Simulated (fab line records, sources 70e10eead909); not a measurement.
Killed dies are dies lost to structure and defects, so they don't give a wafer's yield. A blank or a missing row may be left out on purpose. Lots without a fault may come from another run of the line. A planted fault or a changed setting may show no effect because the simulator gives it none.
fab line records | flow nand_harc | part 1 of 2: steps 1 to 26 of 37
record lots=5 wafers=15 last_day=33
route steps=1302 shown P_GATE@191 P_CONTACT@217
lots that met no fault: from a run of the same line without faults
start_h: hours from the record's first day to the start of the lot's first wafer shown | wait_h: hours since the lot's step before | " the same as in the row above | L1.1+2: a row that stands for several wafers | - no value, or no start given | * or withheld: withheld | < > ~ a bound
route shown NAME@n: a module of which the file shows steps, and the number in the route of the first | usual: mean/standard deviation of fault-free wafers | same: alike in all rows | chamber/n: place in a boat | sites: the reading at each site | _std_site: their standard deviation | _edge_site: outer sites' mean less inner sites' | radius_mm: how far each site lies from the wafer's centre | mask NAME#n: copy n | behind: the tool/chamber that last shaped the wafer | hold: why the lot was held/for how many hours/how that ended | device: the transistor (n, p or np) that didn't switch | end of line: the same wafers' tests at the end of the route | a step without rows: its recipe alone | killed: dies lost to structure and defects at the first sort, not the wafer's yield | map: a wafer's dies, x killed, . not, _ none there
set.NAME: the setting as run; set.NAME@STEP: as run at that earlier step | model.NAME: the simulator's own value behind a step, which no gauge read
lots at some steps of the route; a table a step, a row a wafer
services: from which hour (start_h, from the record's first day; less than 0 if before it) a tool's chamber was out of use, for how many hours, and why
## steps
# step NHARC_P_GATE_STRIP_63
# recipe time_s=900 temp_c=130 chemistry=SPM
# usual bath_heat_duty_pct=14.9/1.6 temp_c=130.01/0.14
# columns lot.wafer tool chamber start_h wait_h bath_heat_duty_pct temp_c
L076.4 wet_bench-07 7 141.28 0.1 13.7 129.90
L076.5 " 0 " " 15.0 129.86
L076.6 " 3 " " 14.4 129.99
L077.3 wet_bench-07 1 152.87 0.1 14.1 129.97
L077.4 " 3 " " 15.0 130.08
L077.6 " 6 " " 16.0 130.05
L084.1 wet_bench-05 3 220.75 0.1 14.9 130.04
L084.2 " 4 " " 14.2 130.04
L084.6 " 6 " " 13.9 130.17
L089.5 wet_bench-05 4 259.29 0.1 13.7 130.09
L089.6 " 5 " " 14.3 129.95
L089.2 " 0 " " 12.1 130.17
L096.1 wet_bench-07 7 333.05 0.1 14.5 130.13
L096.5 " 1 " " 13.3 129.91
L096.6 " 3 " " 13.0 130.02
# step NHARC_P_GATE_DEHYDRATE_83
# recipe temp_c=150 time_s=120
# usual chill_plate_temp_C=23.00/0.12
# columns lot.wafer tool chamber start_h wait_h chill_plate_temp_C
L076.4 litho_track-07 0 141.62 - 22.94
L076.5 " 0 " " 23.08
L076.6 " 0 " " 22.93
L077.3 litho_track-05 0 153.23 - 23.04
L077.4 " 0 " " 22.94
L077.6 " 0 " " 22.97
L084.1 litho_track-02 0 221.09 - 22.98
L084.2 " 0 " " 23.11
L084.6 " 0 " " 22.91
L089.2 litho_track-05 0 259.64 - 23.12
L089.5 " 0 " " 23.02
L089.6 " 0 " " 23.06
L096.1 litho_track-05 0 333.41 - 23.11
L096.5 " 0 " " 23.08
L096.6 " 0 " " 23.07
# step NHARC_P_GATE_HMDS_84
# recipe time_s=30
# usual chill_plate_temp_C=22.99/0.12
# columns lot.wafer tool chamber start_h wait_h chill_plate_temp_C
L076.4 litho_track-07 0 - - 23.00
L076.5 " 0 " " 23.07
L076.6 " 0 " " 23.01
L077.3 litho_track-05 0 - - 22.96
L077.4 " 0 " " 23.10
L077.6 " 0 " " 23.06
L084.1 litho_track-02 0 - - 23.09
L084.2 " 0 " " 23.04
L084.6 " 0 " " 22.97
L089.2 litho_track-05 0 - - 22.88
L089.5 " 0 " " 22.94
L089.6 " 0 " " 22.95
L096.1 litho_track-05 0 - - 22.92
L096.5 " 0 " " 22.83
L096.6 " 0 " " 22.83
# step NHARC_P_GATE_COAT_85
# recipe spin_rpm=3000
# usual chill_plate_temp_C=23.00/0.12
# columns lot.wafer tool chamber start_h wait_h chill_plate_temp_C
L076.4 litho_track-07 0 - - 23.29
L076.5 " 0 " " 23.04
L076.6 " 0 " " 23.23
L077.3 litho_track-05 0 - - 23.04
L077.4 " 0 " " 22.99
L077.6 " 0 " " 22.88
L084.1 litho_track-02 0 - - 22.86
L084.2 " 0 " " 22.88
L084.6 " 0 " " 23.08
L089.2 litho_track-05 0 - - 22.99
L089.5 " 0 " " 23.00
L089.6 " 0 " " 23.00
L096.1 litho_track-05 0 - - 23.04
L096.5 " 0 " " 23.08
L096.6 " 0 " " 22.83
# step NHARC_P_GATE_SOFTBAKE_86
# recipe temp_c=122 time_s=95
# usual chill_plate_temp_C=23.00/0.1
# columns lot.wafer tool chamber start_h wait_h chill_plate_temp_C
L076.4 litho_track-07 0 - - 22.98
L076.5 " 0 " " 23.12
L076.6 " 0 " " 23.03
L077.3 litho_track-05 0 - - 23.03
L077.4 " 0 " " 23.06
L077.6 " 0 " " 23.13
L084.1 litho_track-02 0 - - 22.82
L084.2 " 0 " " 23.03
L084.6 " 0 " " 22.91
L089.2 litho_track-05 0 - - 22.86
L089.5 " 0 " " 23.10
L089.6 " 0 " " 23.06
L096.1 litho_track-05 0 - - 23.07
L096.5 " 0 " " 22.99
L096.6 " 0 " " 23.29
# step NHARC_P_GATE_EBR_87
# usual chill_plate_temp_C=23.02/0.094
# columns lot.wafer tool chamber start_h wait_h chill_plate_temp_C
L076.4 litho_track-07 0 - - 23.02
L076.5 " 0 " " 22.80
L076.6 " 0 " " 22.94
L077.3 litho_track-05 0 - - 23.07
L077.4 " 0 " " 23.02
L077.6 " 0 " " 22.97
L084.1 litho_track-02 0 - - 22.98
L084.2 " 0 " " 23.03
L084.6 " 0 " " 23.03
L089.2 litho_track-05 0 - - 23.06
L089.5 " 0 " " 22.95
L089.6 " 0 " " 23.08
L096.1 litho_track-05 0 - - 22.85
L096.5 " 0 " " 23.05
L096.6 " 0 " " 23.06
# step NHARC_P_GATE_EXPOSE_88
# recipe na=0.6 target_cd_nm=2000 dose_mj=11.87 mask_id=P_HVN
# columns lot.wafer tool chamber start_h wait_h mask
L076.4+5+6 krf_scanner-02 0 141.91 - P_HVN#0
L077.3+4+6 krf_scanner-04 0 153.50 - P_HVN#0
L084.1+2+6 krf_scanner-01 0 221.23 - P_HVN#0
L089.2+5+6 krf_scanner-04 0 259.78 - P_HVN#0
L096.1+5+6 krf_scanner-04 0 333.68 - P_HVN#0
# step NHARC_P_GATE_PEB_89
# recipe peb_temp_c=118 peb_time_s=85
# usual chill_plate_temp_C=23.02/0.11
# same peb_time_s=85
# columns lot.wafer tool chamber start_h wait_h chill_plate_temp_C
L076.4 litho_track-05 0 141.96 0.0 23.13
L076.5 " 0 " " 23.11
L076.6 " 0 " " 23.01
L077.3 litho_track-02 0 153.56 0.1 22.84
L077.4 " 0 " " 22.99
L077.6 " 0 " " 23.24
L084.1 litho_track-02 0 221.30 0.1 22.96
L084.2 " 0 " " 22.99
L084.6 " 0 " " 23.08
L089.2 litho_track-07 0 259.85 0.1 23.23
L089.5 " 0 " " 23.09
L089.6 " 0 " " 23.04
L096.1 litho_track-02 0 333.74 0.1 23.26
L096.5 " 0 " " 23.13
L096.6 " 0 " " 23.14
# step NHARC_P_GATE_DEVELOP_90
# recipe time_s=70
# usual chill_plate_temp_C=23.00/0.11
# columns lot.wafer tool chamber start_h wait_h chill_plate_temp_C
L076.4 litho_track-05 0 - - 22.96
L076.5 " 0 " " 23.08
L076.6 " 0 " " 22.99
L077.3 litho_track-02 0 - - 23.04
L077.4 " 0 " " 22.98
L077.6 " 0 " " 22.98
L084.1 litho_track-02 0 - - 22.95
L084.2 " 0 " " 22.81
L084.6 " 0 " " 23.00
L089.2 litho_track-07 0 - - 23.06
L089.5 " 0 " " 23.10
L089.6 " 0 " " 23.11
L096.1 litho_track-02 0 - - 22.88
L096.5 " 0 " " 22.87
L096.6 " 0 " " 22.87
# step NHARC_P_GATE_CD_MEAS_91
# recipe target_cd_nm=2000 landing_energy_ev=500
# usual cd_nm=2000.4/2.3
# columns lot.wafer tool chamber start_h wait_h cd_nm
L076.4 cd_sem-02 0 142.06 - 1998.4
L076.5 " 0 " " 1998.4
L076.6 " 0 " " 2002.9
L077.3 cd_sem-01 0 153.65 - 2002.9
L077.4 " 0 " " 1998.2
L077.6 " 0 " " 1999.9
L084.1 cd_sem-01 0 221.39 - 1999.5
L084.2 " 0 " " 1999.9
L084.6 " 0 " " 2002.0
L089.2 cd_sem-02 0 259.94 - 2001.2
L089.5 " 0 " " 2000.1
L089.6 " 0 " " 2000.9
L096.1 cd_sem-03 0 333.83 - 1999.0
L096.5 " 0 " " 2001.6
L096.6 " 0 " " 2002.1
# step NHARC_P_GATE_HARDBAKE_92
# recipe temp_c=125 time_s=80
# usual chill_plate_temp_C=23.00/0.11
# columns lot.wafer tool chamber start_h wait_h chill_plate_temp_C
L076.4 litho_track-07 0 142.14 - 23.11
L076.5 " 0 " " 23.00
L076.6 " 0 " " 22.97
L077.3 litho_track-07 0 153.74 - 22.90
L077.4 " 0 " " 22.92
L077.6 " 0 " " 23.03
L084.1 litho_track-05 0 221.47 - 22.99
L084.2 " 0 " " 23.00
L084.6 " 0 " " 22.92
L089.2 litho_track-02 0 260.02 - 23.14
L089.5 " 0 " " 22.98
L089.6 " 0 " " 22.94
L096.1 litho_track-07 0 333.91 - 22.94
L096.5 " 0 " " 22.82
L096.6 " 0 " " 22.99
# step NHARC_P_GATE_DESCUM_93
# recipe time_s=3 o2_flow_sccm=200 ar_flow_sccm=0 bias_power_w=0 chemistry=O2
# usual drypump_motor_current_A=5.9/0.48 oes_product_au=0.999/0.011 rf_vpp_V=57.8/0.88 showerhead_plenum_p_Torr=1.90/0.082 throttle_valve_pct=11.312/0.0085
# columns lot.wafer tool chamber start_h wait_h drypump_motor_current_A oes_product_au rf_hours_counter_h rf_vpp_V showerhead_plenum_p_Torr throttle_valve_pct
L076.4 rie_diel-05 2 142.21 - 5.8 0.986 5 57.2 1.98 11.311
L076.6 " 2 " " 5.8 0.994 - 58.3 1.98 11.323
L076.5 " 3 " " 6.4 1.008 - 59.3 1.85 11.316
L077.4 rie_diel-05 3 153.81 - 6.4 1.018 6 56.8 1.85 11.318
L077.3 " 0 " " 6.5 1.004 6 56.9 1.83 11.295
L077.6 " 3 " " 6.4 0.992 - 58.5 1.85 11.315
L084.2 rie_diel-13 3 221.58 - 5.6 0.992 2 58.3 1.85 11.313
L084.1 " 0 " " 4.8 0.989 2 57.6 1.95 11.313
L084.6 " 2 " " 6.3 1.010 - 58.6 2.02 11.302
L089.2 rie_diel-09 3 260.13 - 6.2 1.020 6 57.4 1.78 11.309
L089.6 " 0 " " 5.9 0.995 - 56.9 1.82 11.313
L089.5 " 1 " " 6.4 0.989 - 59.1 1.98 11.312
L096.1 rie_diel-05 0 333.99 - 6.5 0.992 5 57.5 1.83 11.322
L096.5 " 0 " " 6.5 0.988 - 59.5 1.83 11.315
L096.6 " 1 " " 5.2 0.980 - 59.4 2.01 11.319
# step NHARC_P_GATE_IMPLANT_94
# recipe energy_kev=60 dose_cm2=2e+15 tilt_deg=7
# usual beam_energy_keV=60.001/0.019
# columns lot.wafer tool chamber start_h wait_h beam_energy_keV
L076.4 implanter-01 0 142.45 0.2 60.008
L076.5 " 0 " " 60.015
L076.6 " 0 " " 60.000
L077.3 implanter-01 0 155.75 1.9 60.033
L077.4 " 0 " " 59.975
L077.6 " 0 " " 60.003
L084.1 implanter-01 0 221.70 0.1 60.010
L084.2 " 0 " " 59.995
L084.6 " 0 " " 59.991
L089.2 implanter-01 0 260.27 0.1 59.966
L089.5 " 0 " " 59.988
L089.6 " 0 " " 60.033
L096.1 implanter-02 0 334.14 0.1 59.935
L096.5 " 0 " " 59.985
L096.6 " 0 " " 59.966
# step NHARC_P_GATE_STRIP_113
# recipe power_w=1500 temp_c=110 time_s=740 chemistry=N2/H2
# usual drypump_motor_current_A=5.66/0.17 heater_power_w=83/6.5 temp_c=109.99/0.13
# columns lot.wafer tool chamber start_h wait_h drypump_motor_current_A heater_power_w rf_hours_counter_h temp_c
L076.4 plasma_asher-01 0 142.82 0.3 5.65 73 - 110.04
L076.6 " 0 " " 5.65 73 - 110.05
L076.5 " 1 " " 5.62 92 - 109.92
L077.4 plasma_asher-02 0 156.15 0.3 5.51 78 - 110.20
L077.3 " 1 " " 5.97 89 - 109.88
L077.6 " 1 " " 5.93 88 - 109.89
L084.1 plasma_asher-02 1 221.92 0.2 5.95 90 29 110.08
L084.2 " 0 " " 5.48 82 29 109.87
L084.6 " 0 " " 5.49 82 - 109.80
L089.2 plasma_asher-01 1 260.58 0.3 5.60 89 22 109.93
L089.6 " 0 " " 5.64 76 - 110.02
L089.5 " 1 " " 5.57 89 - 109.72
L096.1 plasma_asher-02 0 334.37 0.2 5.48 78 14 109.99
L096.5 " 0 " " 5.48 78 - 110.12
L096.6 " 1 " " 5.94 85 - 110.02
# step NHARC_P_GATE_STRIP_95
# recipe power_w=1500 temp_c=250 chemistry=O2
# usual drypump_motor_current_A=5.67/0.18 heater_power_w=310/25 temp_c=249.99/0.17
# columns lot.wafer tool chamber start_h wait_h drypump_motor_current_A heater_power_w rf_hours_counter_h temp_c
L076.4 plasma_asher-01 0 143.33 0.4 5.64 273 - 249.80
L076.6 " 0 " " 5.64 273 - 249.58
L076.5 " 1 " " 5.60 337 - 250.13
L077.4 plasma_asher-02 0 156.65 0.4 5.47 295 - 249.77
L077.3 " 1 " " 5.95 333 - 249.90
L077.6 " 1 " " 5.96 328 - 250.01
L084.1 plasma_asher-02 1 222.63 0.6 5.91 339 30 249.91
L084.2 " 0 " " 5.47 302 30 250.10
L084.6 " 0 " " 5.49 301 - 250.26
L089.2 plasma_asher-01 1 261.19 0.5 5.59 335 23 249.76
L089.6 " 0 " " 5.64 287 - 250.16
L089.5 " 1 " " 5.59 342 - 250.04
L096.1 plasma_asher-02 0 335.08 0.6 5.46 284 15 249.96
L096.5 " 0 " " 5.48 283 - 249.81
L096.6 " 1 " " 5.97 321 - 249.83
# step NHARC_P_GATE_STRIP_96
# recipe time_s=900 temp_c=130 chemistry=SPM
# usual bath_heat_duty_pct=14.9/1.6 temp_c=130.00/0.15
# columns lot.wafer tool chamber start_h wait_h bath_heat_duty_pct temp_c
L076.5 wet_bench-07 3 143.53 0.2 12.5 130.12
L076.6 " 4 " " 13.7 129.81
L076.4 " 7 " " 15.4 129.85
L077.4 wet_bench-05 6 156.85 0.2 13.6 130.07
L077.6 " 7 " " 16.7 129.82
L077.3 " 0 " " 13.1 130.12
L084.6 wet_bench-05 5 222.87 0.2 14.8 129.76
L084.1 " 6 " " 14.6 129.99
L084.2 " 7 " " 16.6 130.10
L089.2 wet_bench-07 5 261.41 0.2 14.4 130.05
L089.5 " 7 " " 13.5 129.94
L089.6 " 0 " " 13.0 129.99
L096.1 wet_bench-09 3 335.29 0.2 18.0 129.98
L096.5 " 4 " " 13.7 130.06
L096.6 " 6 " " 14.4 129.96
# step NHARC_P_GATE_RTA_64
# recipe temp_c=1050 time_s=1
# usual lamp_power_pct=39.2/2.5 wafer_temp_C_max=1055.5/1.1
# columns lot.wafer tool chamber start_h wait_h lamp_power_pct wafer_temp_C_max
L076.4 rtp_anneal-01 0 143.95 - 37.2 1054.4
L076.5 " 0 " " 37.1 1056.6
L076.6 " 0 " " 37.2 1055.1
L077.3 rtp_anneal-01 0 157.25 - 37.2 1058.2
L077.4 " 0 " " 37.2 1057.4
L077.6 " 0 " " 37.2 1057.3
L084.1 rtp_anneal-02 0 223.20 - 42.1 1057.0
L084.2 " 0 " " 42.1 1054.1
L084.6 " 0 " " 42.0 1054.5
L089.2 rtp_anneal-02 0 261.77 - 42.2 1056.0
L089.5 " 0 " " 42.1 1057.5
L089.6 " 0 " " 42.2 1055.4
L096.1 rtp_anneal-02 0 335.64 - 42.1 1055.9
L096.5 " 0 " " 42.2 1056.6
L096.6 " 0 " " 42.1 1055.8
# step NHARC_P_GATE_ETCH_77
# recipe target_depth_a=60 chemistry=dHF material=SiO2
# columns lot.wafer tool chamber start_h wait_h
L076.4+5+6 wet_bench-05 3,4,6 144.07 0.1
L077.4+3+6 wet_bench-09 5,6,2 157.39 0.1
L084.2+6+1 wet_bench-09 0,1,2 223.40 0.1
L089.6+5+2 wet_bench-07 3,7,0 261.94 0.0
L096.6+5+1 wet_bench-05 7,0,3 335.85 0.0
# step NHARC_P_GATE_DEGAS_109
# recipe temp_c=300 time_s=60
# usual heater_power_w=450/38
# columns lot.wafer tool chamber start_h wait_h heater_power_w
L076.4 pvd_sputter-01 - 144.17 0.1 538
L076.6 " - " " 525
L076.5 " - " " 429
L077.3 pvd_sputter-01 - 157.49 0.1 428
L077.4 " - " " 451
L077.6 " - " " 423
L084.2 pvd_sputter-02 - 223.53 0.1 499
L084.1 " - " " 428
L084.6 " - " " 446
L089.2 pvd_sputter-02 - 262.06 0.1 460
L089.5 " - " " 466
L089.6 " - " " 499
L096.1 pvd_sputter-02 - 335.95 0.1 424
L096.6 " - " " 457
L096.5 " - " " 419
# step NHARC_P_GATE_PRE_CLEAN_110
# recipe time_s=30 bias_v=200 gas=Ar
# columns lot.wafer tool chamber start_h wait_h
L076.4+5+6 pvd_sputter-01 - - -
L077.3+4+6 pvd_sputter-01 - - -
L084.1+2+6 pvd_sputter-02 - - -
L089.2+5+6 pvd_sputter-02 - - -
L096.1+6+5 pvd_sputter-02 - - -
# step NHARC_P_GATE_SPUTTER_78
# recipe target_thk_a=100 material=Ni
# columns lot.wafer tool chamber start_h wait_h
L076.4+5+6 pvd_sputter-01 - - -
L077.4+3+6 pvd_sputter-01 - - -
L084.2+1+6 pvd_sputter-02 - - -
L089.2+5+6 pvd_sputter-02 - - -
L096.1+5+6 pvd_sputter-02 - - -
# step NHARC_P_GATE_SPUTTER_79
# recipe target_thk_a=100 material=TiN
# columns lot.wafer tool chamber start_h wait_h
L076.4+6+5 pvd_sputter-01 - - -
L077.4+3+6 pvd_sputter-01 - - -
L084.2+1+6 pvd_sputter-02 - - -
L089.2+6+5 pvd_sputter-02 - - -
L096.1+6+5 pvd_sputter-02 - - -
# step NHARC_P_GATE_RTA_80
# recipe temp_c=300 time_s=30
# usual lamp_power_pct=2.39/0.15 wafer_temp_C_max=301.6/0.35
# columns lot.wafer tool chamber start_h wait_h lamp_power_pct wafer_temp_C_max
L076.4 rtp_anneal-01 0 144.58 - 2.22 300.8
L076.5 " 0 " " 2.22 301.8
L076.6 " 0 " " 2.22 301.2
L077.3 rtp_anneal-02 0 157.85 - 2.51 301.8
L077.4 " 0 " " 2.51 301.8
L077.6 " 0 " " 2.51 302.4
L084.1 rtp_anneal-02 0 223.82 - 2.51 301.9
L084.2 " 0 " " 2.51 301.6
L084.6 " 0 " " 2.51 301.8
L089.2 rtp_anneal-01 0 262.37 - 2.21 301.8
L089.5 " 0 " " 2.21 301.5
L089.6 " 0 " " 2.21 301.7
L096.1 rtp_anneal-02 0 336.24 - 2.51 302.2
L096.5 " 0 " " 2.51 302.0
L096.6 " 0 " " 2.51 301.4
# step NHARC_P_GATE_STRIP_67
# recipe time_s=600 temp_c=130 chemistry=SPM
# usual bath_heat_duty_pct=14.8/1.5 temp_c=130.01/0.13
# columns lot.wafer tool chamber start_h wait_h bath_heat_duty_pct temp_c
L076.6 wet_bench-07 3 144.69 0.0 13.4 129.88
L076.5 " 6 " " 15.3 129.99
L076.4 " 0 " " 13.5 130.05
L077.6 wet_bench-07 6 157.99 0.0 15.3 130.19
L077.3 " 7 " " 14.0 130.07
L077.4 " 2 " " 17.0 129.84
L084.1 wet_bench-05 2 224.04 0.2 14.9 129.94
L084.6 " 5 " " 15.3 130.11
L084.2 " 6 " " 12.6 130.09
L089.6 wet_bench-07 6 262.55 0.0 15.1 130.21
L089.2 " 7 " " 15.2 130.10
L089.5 " 1 " " 14.0 130.27
L096.5 wet_bench-05 2 336.44 0.1 15.2 129.97
L096.1 " 4 " " 13.2 129.98
L096.6 " 7 " " 16.5 129.95
# step NHARC_P_GATE_RTA_82
# recipe temp_c=450 time_s=30
# usual lamp_power_pct=4.64/0.29 wafer_temp_C_max=452.4/0.53
# columns lot.wafer tool chamber start_h wait_h lamp_power_pct wafer_temp_C_max
L076.4 rtp_anneal-02 0 145.04 - 4.93 452.0
L076.5 " 0 " " 4.94 452.0
L076.6 " 0 " " 4.94 452.5
L077.3 rtp_anneal-02 0 158.35 - 4.93 453.0
L077.4 " 0 " " 4.94 453.1
L077.6 " 0 " " 4.93 452.3
L084.1 rtp_anneal-01 0 224.29 - 4.35 452.0
L084.2 " 0 " " 4.35 452.1
L084.6 " 0 " " 4.36 453.9
L089.2 rtp_anneal-02 0 262.83 - 4.94 452.0
L089.5 " 0 " " 4.93 452.8
L089.6 " 0 " " 4.93 453.1
L096.1 rtp_anneal-02 0 336.70 - 4.93 452.5
L096.5 " 0 " " 4.94 452.5
L096.6 " 0 " " 4.93 452.2
# step NHARC_P_GATE_INSPECT_68
# usual raw_defect_count=205/100
# columns lot.wafer tool chamber start_h wait_h raw_defect_count
L076.4 defect_inspect-01 - 145.15 0.1 156
L076.5 " - " " 89
L076.6 " - " " 109
L077.3 defect_inspect-02 - 158.49 0.1 347
L077.4 " - " " 163
L077.6 " - " " 193
L084.1 defect_inspect-01 - 224.49 0.2 88
L084.2 " - " " 190
L084.6 " - " " 146
L089.2 defect_inspect-01 - 263.00 0.1 271
L089.5 " - " " 236
L089.6 " - " " 253
L096.1 defect_inspect-02 - 336.90 0.2 138
L096.5 " - " " 105
L096.6 " - " " 184
